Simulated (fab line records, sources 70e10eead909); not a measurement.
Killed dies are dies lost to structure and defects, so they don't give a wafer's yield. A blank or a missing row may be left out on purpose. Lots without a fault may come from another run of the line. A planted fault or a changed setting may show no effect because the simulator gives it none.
A struck lot beside a sound one | flow nand_harc | 14 steps out of a route of 1302
Sound: wafers L896.2, L896.3, L896.4. Struck: wafers L900.3, L900.4, L900.6. The cause comes at the end.
At each step with rows: each side's tool, then ch and its chambers, then its first start. Under that, the readings that differ: sound wafers | struck wafers | difference of the means | sigmas: that difference in standard deviations of wafers without a fault.
alike: readings whose means differ by less than 2 such deviations, and words and numbers that are the same on both sides. not compared: withheld readings, readings that some wafer has no value for, bounds like >300 that may hide the same value, and numbers for which the record gives no deviation and whose values overlap.
The two part at a step that has a row with sigmas, a row that says differs or no value, or rows on one side only. Numbers that don't overlap but have no deviation are shown without sigmas and don't part them. A reading that every wafer of one side lacks parts them only if that side has two wafers or more.

first, 7 steps without rows for these wafers: NHARC_P_STI_SRD_35; NHARC_P_STI_ETCH_36 (etches SiO2 in dHF, target depth 38.8 nm); NHARC_P_STI_STRIP_24 (strips Si3N4 in H3PO4); NHARC_P_STI_ETCH_37 (etches SiO2 in dHF, target depth 11 nm); NHARC_P_STI_PRECLEAN_38 (cleans in SC1); NHARC_P_STI_SRD_39; NHARC_P_STI_OXIDE_40 (material SiO2, target thk 10 nm, ox time 1362 s).
NHARC_P_STI_INSPECT_25:
  sound on defect_inspect-01, day 4 00:56; struck on defect_inspect-01, day 5 21:11
  alike: raw_defect_count
then, 3 steps without rows for these wafers: NHARC_P_GATE_ETCH_69 (etches SiO2 in dHF, target depth 14 nm); NHARC_P_GATE_PRECLEAN_70 (cleans in SC1); NHARC_P_GATE_SRD_01.
NHARC_P_GATE_OXIDE_02: material SiO2, target thk 37.5 nm, ox time 365 s.
  sound on furnace-02 ch 0, day 4 04:44; struck on furnace-02 ch 0, day 6 06:08
  alike: zone_power_bottom_pct
then, 1 step without rows for these wafers: NHARC_P_GATE_DEHYDRATE_03 (time 120 s).
NHARC_END_SORT_01:
  the record has rows for the sound wafers here (prober-01 ch 0, day 25 05:30) and none for the struck ones

WHERE THEY PART
Only at NHARC_END_SORT_01, within this record.

WHY: what the simulator had put in
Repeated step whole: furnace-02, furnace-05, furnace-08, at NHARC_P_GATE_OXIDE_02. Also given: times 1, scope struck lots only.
